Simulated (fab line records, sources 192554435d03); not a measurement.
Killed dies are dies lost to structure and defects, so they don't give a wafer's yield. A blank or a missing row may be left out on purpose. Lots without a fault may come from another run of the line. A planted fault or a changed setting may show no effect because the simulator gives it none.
fab line records | flow n5_finfet
record lots=5 wafers=15 last_day=17
route steps=1938 shown SD_EPI_N@280 SD_EPI_P@295
lots that met no fault: from a run of the same line without faults
start_h: hours from the record's first day to the start of the lot's first wafer shown | wait_h: hours since the lot's step before | " the same as in the row above | L1.1+2: a row that stands for several wafers | - no value, or no start given | * or withheld: withheld | < > ~ a bound
route shown NAME@n: a module of which the file shows steps, and the number in the route of the first | usual: mean/standard deviation of fault-free wafers | same: alike in all rows | chamber/n: place in a boat | sites: the reading at each site | _std_site: their standard deviation | _edge_site: outer sites' mean less inner sites' | radius_mm: how far each site lies from the wafer's centre | mask NAME#n: copy n | behind: the tool/chamber that last shaped the wafer | hold: why the lot was held/for how many hours/how that ended | device: the transistor (n, p or np) that didn't switch | end of line: the same wafers' tests at the end of the route | a step without rows: its recipe alone | killed: dies lost to structure and defects at the first sort, not the wafer's yield | map: a wafer's dies, x killed, . not, _ none there
set.NAME: the setting as run; set.NAME@STEP: as run at that earlier step | model.NAME: the simulator's own value behind a step, which no gauge read
lots at some steps of the route; a table a step, a row a wafer
services: from which hour (start_h, from the record's first day; less than 0 if before it) a tool's chamber was out of use, for how many hours, and why
## steps
# step N5_SD_EPI_N_STRIP_47
# recipe chemistry=CHF3/O2 resist=SiARC rf_frequency_hz=6e+07
# columns lot.wafer tool chamber start_h wait_h
L074.2+3+4 rie_diel-02 0,1,3 53.71 0.0
L079.2+5+6 rie_diel-05 2,0,3 80.30 0.0
L082.1+4+5 rie_diel-06 0,2,0 96.48 0.0
L083.1+2+6 rie_diel-05 0,3,1 105.03 0.0
L092.1+3+5 rie_diel-05 2,0,3 157.28 0.0
# step N5_SD_EPI_N_SD_RECESS_17
# recipe chemistry=HBr/Cl2/O2 target_depth_a=410 mask_material=SOC time_s=23.7 bt_time_s=3 pressure_mtorr=10 icp_w=800 bias_w=112 HBr_flow_sccm=150 Cl2_flow_sccm=80 O2_flow_sccm=12
# usual HBr_flow_sccm=150.0/0.42 O2_flow_sccm=12.00/0.031 chamber_pressure_mTorr=10.000/0.0093 drypump_motor_current_A=5.5/0.45 oes_product_au=0.994/0.016 throttle_valve_pct=37.3/0.38
# same time_s=23.7
# columns lot.wafer tool chamber start_h wait_h HBr_flow_sccm O2_flow_sccm chamber_pressure_mTorr drypump_motor_current_A oes_product_au rf_hours_counter_h throttle_valve_pct
L074.2 rie_si-03 1 53.74 0.0 150.6 12.00 10.014 5.2 0.974 122 37.2
L074.3 " 2 " " 150.6 11.96 9.994 4.9 0.988 196 38.1
L074.4 " 0 " " 149.5 12.02 9.998 5.6 1.016 60 36.5
L079.2 rie_si-01 1 80.33 0.0 149.5 12.01 10.024 5.8 0.998 112 37.4
L079.5 " 2 " " 149.7 11.95 10.006 4.9 0.991 - 37.4
L079.6 " 3 " " 150.3 12.00 9.988 5.4 0.984 - 36.9
L082.1 rie_si-03 1 96.51 0.0 150.0 11.95 9.996 5.2 0.979 123 37.2
L082.4 " 3 " " 150.5 12.02 10.004 5.5 1.024 158 37.5
L082.5 " 3 " " 150.4 12.00 10.003 5.5 1.020 - 37.5
L083.1 rie_si-02 0 105.07 0.0 149.9 12.05 9.998 5.1 0.984 25 37.5
L083.2 " 2 " " 149.7 12.01 9.989 5.2 0.993 3 37.8
L083.6 " 3 " " 149.9 11.94 9.991 5.8 0.965 - 37.1
L092.1 rie_si-02 2 157.31 0.0 150.4 11.98 10.001 5.2 0.995 4 37.8
L092.3 " 0 " " 150.1 11.96 9.997 5.2 0.982 26 37.4
L092.5 " 1 " " 149.7 11.96 10.002 5.3 0.989 - 37.3
# step N5_SD_EPI_N_STRIP_38
# recipe chemistry=N2/H2 power_w=1000 temp_c=250 h2_frac=0.65 overash_fraction=0.3 pressure_mtorr=withheld n2_flow_sccm=1750 h2_flow_sccm=3250
# usual drypump_motor_current_A=5.6/0.36 heater_power_w=333/20 oes_product_au=0.762/0.011
# columns lot.wafer tool chamber start_h wait_h drypump_motor_current_A heater_power_w oes_product_au rf_hours_counter_h
L074.2 plasma_asher-02 1 53.84 0.1 5.6 366 0.759 25
L074.3 " 1 " " 5.6 363 0.768 -
L074.4 " 0 " " 6.4 358 0.764 -
L079.2 plasma_asher-01 0 80.42 0.1 5.5 313 0.750 90
L079.5 " 0 " " 5.5 309 0.771 -
L079.6 " 1 " " 5.4 328 0.749 -
L082.1 plasma_asher-01 0 96.61 0.1 5.6 303 0.759 92
L082.4 " 1 " " 5.3 332 0.758 -
L082.5 " 1 " " 5.3 323 0.753 -
L083.1 plasma_asher-02 0 105.16 0.1 6.4 349 0.756 35
L083.2 " 1 " " 5.6 370 0.751 35
L083.6 " 0 " " 6.5 354 0.771 -
L092.1 plasma_asher-01 0 157.42 0.1 5.5 307 0.755 106
L092.3 " 1 " " 5.3 338 0.769 -
L092.5 " 0 " " 5.5 324 0.764 -
# step N5_SD_EPI_N_WET_ETCH_43
# recipe chemistry=dHF dilution=withheld time_s=14 target=SiO2 target_depth_a=15 temp_c=25
# same time_s=14
# columns lot.wafer tool chamber start_h wait_h
L074.2+3+4 wet_bench-06 2,1,3 53.93 -
L079.2+5+6 wet_bench-02 2,0,3 80.51 -
L082.1+4+5 wet_bench-02 4,1,2 96.69 -
L083.1+2+6 wet_bench-02 0,7,5 105.25 -
L092.1+3+5 wet_bench-04 0,5,7 157.50 -
# step N5_SD_EPI_N_STRIP_18
# recipe chemistry=SPM time_s=750 temp_c=130 h2so4_h2o2_vol_ratio=4
# same time_s=750
# columns lot.wafer tool chamber start_h wait_h
L074.2+3+4 wet_bench-06 2,1,3 53.93 0.0
L079.2+5+6 wet_bench-02 2,0,3 80.52 0.0
L082.1+4+5 wet_bench-02 4,1,2 96.70 0.0
L083.1+2+6 wet_bench-02 0,7,5 105.25 0.0
L092.1+3+5 wet_bench-04 0,5,7 157.51 0.0
# step N5_SD_EPI_N_SRD_20
# recipe dry=ipa_marangoni do_ppb=5 time_s=30 temp_c=23 rinse_liquid=diw
# same time_s=30
# columns lot.wafer tool chamber start_h wait_h
L074.2+3+4 wet_bench-06 2,1,3 54.14 0.0
L079.2+5+6 wet_bench-02 2,0,3 80.72 0.0
L082.1+4+5 wet_bench-02 4,1,2 96.93 0.0
L083.1+2+6 wet_bench-02 0,7,5 105.46 0.0
L092.1+3+5 wet_bench-04 0,5,7 157.72 0.0
# step N5_SD_EPI_N_PRECLEAN_48
# recipe chemistry=NF3:NH3 afs_cycles=2 temp_c=30 time_s=20 sublimation_temp_c=180 sublimation_time_s=60 pressure_torr=3 rf_power_w=30
# same time_s=20
# columns lot.wafer tool chamber start_h wait_h
L074.2+3+4 epi_rpcvd-02 0 54.27 0.1
L079.2+5+6 epi_rpcvd-02 0 80.87 0.1
L082.1+4+5 epi_rpcvd-01 0 96.98 0.0
L083.1+2+6 epi_rpcvd-01 0 105.51 0.0
L092.1+3+5 epi_rpcvd-04 0 157.77 0.0
# step N5_SD_EPI_N_VAPOR_ETCH_50
# recipe chemistry=HCl target=Si temp_c=775 time_s=54 pressure_torr=20 mode=isotropic
# usual throttle_valve_pct=11.9/0.33
# same time_s=54
# columns lot.wafer tool chamber start_h wait_h throttle_valve_pct
L074.2 epi_rpcvd-02 0 54.71 0.4 12.1
L074.3 " 0 " " 12.0
L074.4 " 0 " " 12.4
L079.2 epi_rpcvd-02 0 81.31 0.4 12.1
L079.5 " 0 " " 12.4
L079.6 " 0 " " 11.9
L082.1 epi_rpcvd-01 0 97.46 0.4 11.4
L082.4 " 0 " " 11.4
L082.5 " 0 " " 11.5
L083.1 epi_rpcvd-01 0 105.99 0.4 11.5
L083.2 " 0 " " 11.6
L083.6 " 0 " " 11.6
L092.1 epi_rpcvd-04 0 158.25 0.4 11.9
L092.3 " 0 " " 12.1
L092.5 " 0 " " 12.1
# step N5_SD_EPI_N_EPI_21
# recipe material=Si:P dopant=P temp_c=680 pressure_torr=255 time_s=690
# same time_s=690
# columns lot.wafer tool chamber start_h wait_h
L074.2+3+4 epi_rpcvd-02 0 55.28 0.5
L079.2+5+6 epi_rpcvd-02 0 81.88 0.5
L082.1+4+5 epi_rpcvd-01 0 97.70 0.2
L083.1+2+6 epi_rpcvd-01 0 106.23 0.2
L092.1+3+5 epi_rpcvd-04 0 158.49 0.2
# step N5_SD_EPI_N_EPI_MEAS_23
# recipe mode=xrd
# usual thk_nm=59.3/1.2
# columns lot.wafer tool chamber start_h wait_h thk_nm
L074.2 film_metro-01 - 57.21 1.5 56.8
L074.3 " - " " 58.1
L074.4 " - " " 60.3
L079.2 film_metro-01 - 83.80 1.5 58.8
L079.5 " - " " 58.5
L079.6 " - " " 61.0
L082.1 film_metro-01 - 99.98 1.9 61.8
L082.4 " - " " 59.2
L082.5 " - " " 58.1
L083.1 film_metro-01 - 108.51 1.9 58.0
L083.2 " - " " 60.1
L083.6 " - " " 59.3
L092.1 film_metro-01 - 160.78 1.9 59.0
L092.3 " - " " 60.7
L092.5 " - " " 59.2
# step N5_SD_EPI_N_PRECLEAN_24
# recipe chemistry=O3/DIW time_s=60 temp_c=22 o3_ppm=10
# same time_s=60
# columns lot.wafer tool chamber start_h wait_h
L074.2+3+4 wet_bench-06 6,2,7 57.24 0.0
L079.2+5+6 wet_bench-02 7,6,5 83.84 0.0
L082.1+4+5 wet_bench-06 5,2,1 100.01 0.0
L083.1+2+6 wet_bench-06 7,6,0 108.54 0.0
L092.1+3+5 wet_bench-06 2,4,6 160.82 0.0
# step N5_SD_EPI_N_SRD_25
# recipe time_s=30 temp_c=23 rinse_liquid=diw dry=ipa_marangoni
# same time_s=30
# columns lot.wafer tool chamber start_h wait_h
L074.2+3+4 wet_bench-06 6,2,7 57.26 0.0
L079.2+5+6 wet_bench-02 7,6,5 83.86 0.0
L082.1+4+5 wet_bench-06 5,2,1 100.03 0.0
L083.1+2+6 wet_bench-06 7,6,0 108.56 0.0
L092.1+3+5 wet_bench-06 2,4,6 160.84 0.0
# step N5_SD_EPI_N_PRECLEAN_49
# recipe chemistry=NF3:NH3 afs_cycles=1 temp_c=30 time_s=20 sublimation_temp_c=180 sublimation_time_s=60 pressure_torr=3 rf_power_w=30
# same time_s=20
# columns lot.wafer tool chamber start_h wait_h
L074.2+3+4 remote_plasma-02 1 57.34 0.1
L079.2+5+6 remote_plasma-01 1 83.93 0.1
L082.1+4+5 remote_plasma-02 0 100.08 0.0
L083.1+2+6 remote_plasma-01 1 108.61 0.0
L092.1+3+5 remote_plasma-01 1 160.89 0.0
# step N5_SD_EPI_N_LINER_46
# recipe material=SiNx target_thk_a=30 temp_c=400 ald_precursor_family=SiH2I2 ald_co_reactant=N2/H2-plasma pressure_torr=2
# usual heater_power_w=845/76
# columns lot.wafer tool chamber start_h wait_h heater_power_w since_wet_clean_h
L074.2 ald_sin-02 0 57.64 0.3 837 338
L074.3 " 1 " " 847 338
L074.4 " 3 " " 936 338
L079.2 ald_sin-02 2 84.14 0.2 786 364
L079.5 " 3 " " 917 -
L079.6 " 0 " " 819 -
L082.1 ald_sin-03 0 100.28 0.2 991 92
L082.4 " 3 " " 717 92
L082.5 " 3 " " 713 -
L083.1 ald_sin-01 3 108.81 0.2 803 298
L083.2 " 2 " " 892 298
L083.6 " 0 " " 797 -
L092.1 ald_sin-03 1 161.17 0.3 782 152
L092.3 " 2 " " 945 152
L092.5 " 3 " " 714 -
# step N5_SD_EPI_N_INSPECT_26
# recipe inspect_instrument=darkfield mode=post_epi
# usual raw_defect_count=208/40
# columns lot.wafer tool chamber start_h wait_h raw_defect_count
L074.2 defect_inspect-01 - 57.89 0.1 201
L074.3 " - " " 208
L074.4 " - " " 149
L079.2 defect_inspect-01 - 84.40 0.1 239
L079.5 " - " " 328
L079.6 " - " " 234
L082.1 defect_inspect-01 - 100.53 0.1 250
L082.4 " - " " 293
L082.5 " - " " 214
L083.1 defect_inspect-01 - 109.06 0.1 263
L083.2 " - " " 250
L083.6 " - " " 251
L092.1 defect_inspect-02 - 161.42 0.1 202
L092.3 " - " " 225
L092.5 " - " " 219
# step N5_SD_EPI_P_COAT_34
# recipe resist=SOC temp_c=250 time_s=60 spin_rpm=1500 resist_thk_nm=350
# same time_s=60
# columns lot.wafer tool chamber start_h wait_h
L074.2+3+4 litho_track-02 0 57.92 0.0
L079.2+5+6 litho_track-02 0 84.43 0.0
L082.1+4+5 litho_track-05 0 100.56 0.0
L083.1+2+6 litho_track-02 0 109.09 0.0
L092.1+3+5 litho_track-05 0 161.45 0.0
# step N5_SD_EPI_P_COAT_35
# recipe resist=SiARC temp_c=220 time_s=60 spin_rpm=1500 resist_thk_nm=35
# same time_s=60
# columns lot.wafer tool chamber start_h wait_h
L074.2+3+4 litho_track-02 0 - -
L079.2+5+6 litho_track-02 0 - -
L082.1+4+5 litho_track-05 0 - -
L083.1+2+6 litho_track-02 0 - -
L092.1+3+5 litho_track-05 0 - -
# step N5_SD_EPI_P_COAT_03
# recipe resist=CAR-ArF-block spin_rpm=1500 resist_thk_nm=150
# columns lot.wafer tool chamber start_h wait_h
L074.2+3+4 litho_track-02 0 - -
L079.2+5+6 litho_track-02 0 - -
L082.1+4+5 litho_track-05 0 - -
L083.1+2+6 litho_track-02 0 - -
L092.1+3+5 litho_track-05 0 - -
# step N5_SD_EPI_P_EBR_05
# recipe solvent=PGMEA ebr_width_mm=1.5
# same ebr_width_mm=1.5
# columns lot.wafer tool chamber start_h wait_h
L074.2+3+4 litho_track-02 0 - -
L079.2+5+6 litho_track-02 0 - -
L082.1+4+5 litho_track-05 0 - -
L083.1+2+6 litho_track-02 0 - -
L092.1+3+5 litho_track-05 0 - -
# step N5_SD_EPI_P_SOFTBAKE_04
# recipe temp_c=110 time_s=60 resist=CAR-ArF-block
# same time_s=60
# columns lot.wafer tool chamber start_h wait_h
L074.2+3+4 litho_track-02 0 - -
L079.2+5+6 litho_track-02 0 - -
L082.1+4+5 litho_track-05 0 - -
L083.1+2+6 litho_track-02 0 - -
L092.1+3+5 litho_track-05 0 - -
# step N5_SD_EPI_P_EXPOSE_06
# recipe mask_id=SD_P_BLK na=1.35 source_shape=conventional sigma_outer=0.8 polarization=unpolarized target_cd_nm=240 dose_mj=39.5
# columns lot.wafer tool chamber start_h wait_h mask
L074.2+3+4 arfi_scanner-02 0 58.17 - SD_P_BLK#0
L079.2+5+6 arfi_scanner-01 0 84.68 - SD_P_BLK#0
L082.1+4+5 arfi_scanner-03 0 100.80 - SD_P_BLK#0
L083.1+2+6 arfi_scanner-03 0 109.21 - SD_P_BLK#0
L092.1+3+5 arfi_scanner-03 0 161.57 - SD_P_BLK#0
# step N5_SD_EPI_P_PEB_07
# recipe peb_temp_c=110 peb_time_s=60 resist=CAR-ArF-block
# columns lot.wafer tool chamber start_h wait_h
L074.2+3+4 litho_track-02 0 58.22 0.0
L079.2+5+6 litho_track-02 0 84.73 0.0
L082.1+4+5 litho_track-05 0 100.86 0.1
L083.1+2+6 litho_track-03 0 109.27 0.1
L092.1+3+5 litho_track-03 0 161.63 0.1
# step N5_SD_EPI_P_DEVELOP_08
# recipe develop_time_s=30 developer=TMAH resist=CAR-ArF-block dev_temp_c=23 rinse_liquid=diw dry=air_spin
# columns lot.wafer tool chamber start_h wait_h
L074.2+3+4 litho_track-02 0 - -
L079.2+5+6 litho_track-02 0 - -
L082.1+4+5 litho_track-05 0 - -
L083.1+2+6 litho_track-03 0 - -
L092.1+3+5 litho_track-03 0 - -
# step N5_SD_EPI_P_CD_MEAS_09
# recipe target_cd_nm=240 landing_energy_ev=500 detector=se_inlens
# usual cd_nm=239.8/1.1
# columns lot.wafer tool chamber start_h wait_h cd_nm
L074.2 cd_sem-02 0 58.29 - 240.1
L074.3 " 0 " " 239.0
L074.4 " 0 " " 240.0
L079.2 cd_sem-02 0 84.79 - 240.4
L079.5 " 0 " " 240.2
L079.6 " 0 " " 239.0
L082.1 cd_sem-01 0 100.93 - 240.0
L082.4 " 0 " " 239.6
L082.5 " 0 " " 239.6
L083.1 cd_sem-01 0 109.34 - 238.8
L083.2 " 0 " " 239.0
L083.6 " 0 " " 239.0
L092.1 cd_sem-02 0 161.69 - 239.9
L092.3 " 0 " " 239.5
L092.5 " 0 " " 239.2
# step N5_SD_EPI_P_OVL_MEAS_10
# recipe points_per_wafer=44
# usual SD_P_BLK_OVL=0.2/0.61
# columns lot.wafer tool chamber start_h wait_h SD_P_BLK_OVL[nm]
L074.2 overlay-02 0 58.32 0.0 -0.5
L074.3 " 0 " " -0.1
L074.4 " 0 " " -0.6
L079.2 overlay-01 0 84.82 0.0 -1.0
L079.5 " 0 " " -0.3
L079.6 " 0 " " -0.2
L082.1 overlay-02 0 100.96 0.0 0.1
L082.4 " 0 " " -0.1
L082.5 " 0 " " 0.0
L083.1 overlay-02 0 109.37 0.0 1.7
L083.2 " 0 " " 1.6
L083.6 " 0 " " 1.2
L092.1 overlay-01 0 161.72 0.0 -0.3
L092.3 " 0 " " -0.6
L092.5 " 0 " " 0.2
# step N5_SD_EPI_P_INSPECT_11
# recipe mode=adi inspect_instrument=macro
# usual raw_defect_count=2.0/1.3
# columns lot.wafer tool chamber start_h wait_h raw_defect_count
L074.2 defect_inspect-01 - 58.34 0.0 0
L074.3 " - " " 2
L074.4 " - " " 2
L079.2 defect_inspect-02 - 84.85 0.0 4
L079.5 " - " " 1
L079.6 " - " " 3
L082.1 defect_inspect-02 - 100.98 0.0 2
L082.4 " - " " 5
L082.5 " - " " 4
L083.1 defect_inspect-01 - 109.39 0.0 2
L083.2 " - " " 1
L083.6 " - " " 4
L092.1 defect_inspect-01 - 161.75 0.0 4
L092.3 " - " " 4
L092.5 " - " " 1
# step N5_SD_EPI_P_DESCUM_14
# recipe chemistry=O2 time_s=7.9 source_power_w=50 bias_power_w=20 pressure_mtorr=20 rf_frequency_hz=2.712e+07 temp_c=40 resist=CAR-ArF-block o2_flow_sccm=225
# usual chamber_pressure_mTorr=20.002/0.022 drypump_motor_current_A=5.5/0.47 oes_product_au=0.80/0.089 rf_vpp_V=242.9/1.3 showerhead_plenum_p_Torr=2.07/0.066 throttle_valve_pct=20.47/0.2
# same time_s=7.9
# columns lot.wafer tool chamber start_h wait_h chamber_pressure_mTorr drypump_motor_current_A oes_product_au rf_hours_counter_h rf_vpp_V showerhead_plenum_p_Torr throttle_valve_pct
L074.2 rie_diel-04 2 58.78 0.4 20.008 4.7 0.73 179 241.2 1.99 20.35
L074.3 " 3 " " 20.008 6.4 0.80 107 243.9 2.08 20.44
L074.4 " 0 " " 19.990 5.3 0.70 241 243.5 2.11 20.46
L079.2 rie_diel-04 2 84.88 0.0 19.966 4.8 0.71 186 241.3 1.99 20.36
L079.5 " 1 " " 19.991 5.7 0.83 - 243.8 2.11 20.48
L079.6 " 0 " " 20.008 5.2 0.70 - 244.0 2.11 20.48
L082.1 rie_diel-03 2 101.02 0.0 20.010 5.1 0.84 80 243.8 2.11 20.29
L082.4 " 2 " " 20.028 5.1 0.83 - 244.5 2.11 20.29
L082.5 " 3 " " 20.019 6.2 0.87 - 242.1 2.04 20.40
L083.1 rie_diel-01 3 109.42 0.0 20.001 5.6 0.68 242 244.5 2.17 20.44
L083.2 " 1 " " 20.009 5.1 0.76 131 241.7 2.00 20.71
L083.6 " 0 " " 20.001 5.3 0.70 - 239.5 1.98 20.85
L092.1 rie_diel-03 1 161.78 0.0 20.013 5.6 0.73 193 243.9 2.09 20.73
L092.3 " 2 " " 19.998 5.0 0.82 99 242.8 2.10 20.31
L092.5 " 2 " " 19.989 5.1 0.81 - 244.8 2.10 20.33
# step N5_SD_EPI_P_ETCH_36
# recipe chemistry=CF4 target=SiARC target_depth_a=455 mask_material=CAR-ArF-block time_s=75.8 ion_energy_ev=80 pressure_mtorr=40 source_w=545 bias_w=36 Ar_flow_sccm=100 cf4_flow_sccm=100 ends=cleared
# usual chamber_pressure_mTorr=40.00/0.035 drypump_motor_current_A=5.5/0.47 etch_rf_on_time_s=76.0/2 oes_product_au=0.68/0.078 rf_vpp_V=183.9/1.1 showerhead_plenum_p_Torr=2.12/0.07 throttle_valve_pct=15.67/0.2
# columns lot.wafer tool chamber start_h wait_h chamber_pressure_mTorr drypump_motor_current_A etch_rf_on_time_s oes_product_au rf_hours_counter_h rf_vpp_V showerhead_plenum_p_Torr throttle_valve_pct
L074.2 rie_diel-04 2 58.82 0.0 40.02 4.7 79.0 0.61 179 181.6 2.02 15.40
L074.3 " 3 " " 40.02 6.4 73.6 0.68 107 183.1 2.14 15.64
L074.4 " 0 " " 39.99 5.3 73.8 0.61 241 185.8 2.19 15.95
L079.2 rie_diel-04 2 84.92 0.0 40.05 4.8 78.9 0.61 186 182.3 2.01 15.41
L079.5 " 1 " " 40.00 5.6 74.8 0.70 - 183.4 2.15 15.61
L079.6 " 0 " " 40.02 5.3 73.8 0.61 - 184.5 2.19 15.96
L082.1 rie_diel-03 2 101.05 0.0 39.99 5.0 76.3 0.72 80 185.2 2.18 15.65
L082.4 " 2 " " 39.99 5.1 75.4 0.72 - 183.7 2.18 15.66
L082.5 " 3 " " 39.97 6.2 76.0 0.75 - 183.6 2.11 15.60
L083.1 rie_diel-01 3 109.46 0.0 40.02 5.6 74.3 0.59 242 184.8 2.22 15.71
L083.2 " 1 " " 40.03 5.1 79.7 0.64 131 182.0 2.07 15.86
L083.6 " 0 " " 40.02 5.3 77.2 0.58 - 182.8 2.01 15.93
L092.1 rie_diel-03 1 161.82 0.0 40.01 5.6 74.1 0.62 193 184.8 2.13 15.88
L092.3 " 2 " " 40.07 5.0 76.3 0.70 99 185.6 2.17 15.72
L092.5 " 2 " " 39.98 5.0 76.6 0.70 - 183.8 2.17 15.69
# step N5_SD_EPI_P_ETCH_37
# recipe chemistry=N2/H2 target=SOC overetch_a=1080 mask_material=SiARC temp_c=40 ion_energy_ev=100 source_w=3000 bias_w=133 pressure_mtorr=20 time_s=486 n2_flow_sccm=200 h2_flow_sccm=200 ends=end_point
# usual chamber_pressure_mTorr=20.001/0.018 drypump_motor_current_A=5.5/0.47 oes_product_au=0.71/0.08 rf_vpp_V=240.4/1.3 showerhead_plenum_p_Torr=2.51/0.079 throttle_valve_pct=23.8/0.34
# columns lot.wafer tool chamber start_h wait_h chamber_pressure_mTorr drypump_motor_current_A oes_product_au rf_hours_counter_h rf_vpp_V showerhead_plenum_p_Torr throttle_valve_pct
L074.2 rie_diel-04 2 58.87 0.0 20.017 4.8 0.66 179 239.7 2.44 24.1
L074.3 " 3 " " 20.005 6.5 0.70 108 240.3 2.57 24.4
L074.4 " 0 " " 20.007 5.3 0.64 241 242.6 2.60 23.9
L079.2 rie_diel-04 2 84.97 0.0 20.022 4.7 0.65 186 238.4 2.44 24.1
L079.5 " 1 " " 20.013 5.7 0.73 - 240.3 2.54 23.7
L079.6 " 0 " " 20.016 5.3 0.63 - 242.9 2.60 24.0
L082.1 rie_diel-03 2 101.11 0.0 20.008 5.1 0.76 80 241.5 2.58 23.7
L082.4 " 2 " " 19.995 5.1 0.76 - 240.3 2.58 23.6
L082.5 " 3 " " 20.010 6.2 0.77 - 239.7 2.49 23.7
L083.1 rie_diel-01 3 109.52 0.0 20.004 5.6 0.62 243 241.5 2.58 23.4
L083.2 " 1 " " 20.000 5.1 0.69 131 239.6 2.43 24.3
L083.6 " 0 " " 19.989 5.3 0.61 - 240.0 2.39 24.1
L092.1 rie_diel-03 1 161.87 0.0 20.006 5.6 0.65 193 240.1 2.52 24.1
L092.3 " 2 " " 20.024 5.1 0.74 99 240.6 2.57 23.7
L092.5 " 2 " " 19.995 5.1 0.74 - 240.4 2.57 23.7
# step N5_SD_EPI_P_STRIP_38
# recipe chemistry=N2/H2 temp_c=40 n2_flow_sccm=200 h2_flow_sccm=200 rf_frequency_hz=6e+07
# columns lot.wafer tool chamber start_h wait_h
L074.2+3+4 rie_diel-04 2,3,0 59.19 0.2
L079.2+5+6 rie_diel-04 2,1,0 85.29 0.2
L082.1+4+5 rie_diel-03 2,2,3 101.42 0.2
L083.1+2+6 rie_diel-01 3,1,0 109.83 0.2
L092.1+3+5 rie_diel-03 1,2,2 162.19 0.2
# step N5_SD_EPI_P_ETCHBACK_46
# recipe chemistry=CH3F/O2 mode=anisotropic_etchback target=SiNx target_depth_a=175 stop_on=SiO2 over_etch_frac=0.3 ion_energy_ev=120 pressure_mtorr=30 source_w=395 bias_w=73 Ar_flow_sccm=150 CH3F_flow_sccm=30 O2_flow_sccm=20
# usual O2_flow_sccm=19.99/0.062 chamber_pressure_mTorr=29.998/0.028 drypump_motor_current_A=5.5/0.47 oes_ar_750_au=0.80/0.094 oes_product_au=0.68/0.077 rf_vpp_V=298/6.9 showerhead_plenum_p_Torr=1.98/0.067 throttle_valve_pct=16.41/0.21
# columns lot.wafer tool chamber start_h wait_h O2_flow_sccm chamber_pressure_mTorr drypump_motor_current_A oes_ar_750_au oes_product_au rf_hours_counter_h rf_vpp_V showerhead_plenum_p_Torr throttle_valve_pct
L074.2 rie_diel-04 2 59.20 0.0 20.01 29.958 4.7 0.72 0.63 179 288 1.88 16.17
L074.3 " 3 " " 20.02 30.014 6.4 0.79 0.67 108 293 2.01 16.46
L074.4 " 0 " " 20.01 29.992 5.3 0.72 0.60 241 305 2.05 16.71
L079.2 rie_diel-04 2 85.30 0.0 19.96 30.012 4.7 0.72 0.62 186 290 1.88 16.17
L079.5 " 1 " " 20.03 30.013 5.6 0.80 0.69 - 304 2.01 16.31
L079.6 " 0 " " 20.04 30.001 5.3 0.71 0.60 - 304 2.05 16.71
L082.1 rie_diel-03 2 101.43 0.0 19.92 30.010 5.1 0.85 0.72 80 293 2.03 16.37
L082.4 " 2 " " 19.86 30.016 5.0 0.85 0.73 - 294 2.03 16.34
L082.5 " 3 " " 19.94 29.916 6.2 0.89 0.75 - 298 1.98 16.42
L083.1 rie_diel-01 3 109.84 0.0 20.03 29.994 5.6 0.71 0.59 243 291 2.07 16.41
L083.2 " 1 " " 20.06 30.021 5.1 0.75 0.66 132 300 1.94 16.75
L083.6 " 0 " " 20.03 29.928 5.4 0.68 0.59 - 304 1.86 16.61
L092.1 rie_diel-03 1 162.20 0.0 20.06 29.969 5.6 0.73 0.61 193 301 1.98 16.55
L092.3 " 2 " " 20.07 30.012 5.0 0.84 0.71 99 293 2.02 16.39
L092.5 " 2 " " 20.10 30.010 5.1 0.84 0.70 - 292 2.02 16.39
# step N5_SD_EPI_P_ETCH_47
# recipe chemistry=CH3F/O2 target=SiOCN target_depth_a=250 mask_material=SOC ion_energy_ev=60 bias_w=29 pressure_mtorr=30 source_w=410 Ar_flow_sccm=150 CH3F_flow_sccm=30 O2_flow_sccm=20
# usual O2_flow_sccm=20.01/0.059 chamber_pressure_mTorr=30.00/0.031 drypump_motor_current_A=5.5/0.47 oes_ar_750_au=0.80/0.094 oes_product_au=0.80/0.092 rf_vpp_V=127.7/3 showerhead_plenum_p_Torr=1.98/0.067 throttle_valve_pct=16.38/0.21
# columns lot.wafer tool chamber start_h wait_h O2_flow_sccm chamber_pressure_mTorr drypump_motor_current_A oes_ar_750_au oes_product_au rf_hours_counter_h rf_vpp_V showerhead_plenum_p_Torr throttle_valve_pct
L074.2 rie_diel-04 2 59.30 0.1 20.03 30.03 4.7 0.72 0.72 179 123.0 1.88 16.12
L074.3 " 3 " " 20.00 29.97 6.4 0.79 0.80 108 126.5 2.01 16.45
L074.4 " 0 " " 20.03 30.02 5.3 0.71 0.72 241 130.1 2.05 16.69
L079.2 rie_diel-04 2 85.40 0.1 20.02 29.99 4.7 0.72 0.71 186 123.0 1.88 16.14
L079.5 " 1 " " 20.03 30.01 5.6 0.80 0.81 - 129.9 2.01 16.29
L079.6 " 0 " " 19.86 29.98 5.3 0.71 0.71 - 130.1 2.05 16.69
L082.1 rie_diel-03 2 101.53 0.1 20.01 29.95 5.0 0.86 0.84 80 125.1 2.03 16.32
L082.4 " 2 " " 20.12 29.99 5.1 0.86 0.83 - 126.3 2.03 16.33
L082.5 " 3 " " 20.08 29.99 6.2 0.89 0.88 - 125.5 1.98 16.38
L083.1 rie_diel-01 3 110.13 0.2 20.03 29.98 5.6 0.72 0.69 243 125.1 2.07 16.38
L083.2 " 1 " " 19.91 29.98 5.1 0.76 0.77 132 128.0 1.94 16.72
L083.6 " 0 " " 20.07 30.03 5.3 0.66 0.68 - 129.5 1.86 16.57
L092.1 rie_diel-03 1 162.30 0.1 20.01 29.98 5.6 0.73 0.73 193 129.7 1.98 16.51
L092.3 " 2 " " 19.95 30.00 5.1 0.83 0.82 99 124.6 2.02 16.35
L092.5 " 2 " " 19.96 29.99 5.1 0.84 0.82 - 126.4 2.02 16.36
## services
# columns tool chamber start_h hours kind
rie_diel-05 3 39.99 7.1 repair
epi_rpcvd-01 - 48.05 27.2 pm
arfi_scanner-03 - 50.19 1.3 pm
rie_diel-04 - 52.58 0.2 repair
rie_diel-03 0 55.84 5.4 repair
ald_sin-02 - 62.02 2.1 repair
epi_rpcvd-04 - 63.60 0.6 repair
arfi_scanner-03 - 65.00 1.0 pm
arfi_scanner-03 - 76.34 0.5 repair
ald_sin-03 0 79.03 7.5 repair
epi_rpcvd-04 - 80.05 8.1 pm
ald_sin-02 - 85.49 14.0 pm
rie_diel-04 2 96.27 15.7 repair
ald_sin-03 3 101.49 2.7 repair
rie_si-03 2 105.92 3.8 repair
epi_rpcvd-01 - 115.38 1.9 repair
rie_diel-05 1 121.32 1.8 repair
arfi_scanner-03 - 123.63 0.7 repair
arfi_scanner-03 - 135.27 1.7 repair
rie_diel-04 - 136.35 1.1 repair
plasma_asher-02 - 144.48 0.7 repair
arfi_scanner-03 - 149.31 1.0 pm
rie_diel-04 0 152.81 8.1 repair
wet_bench-04 - 161.40 1.6 repair
## key
fault none
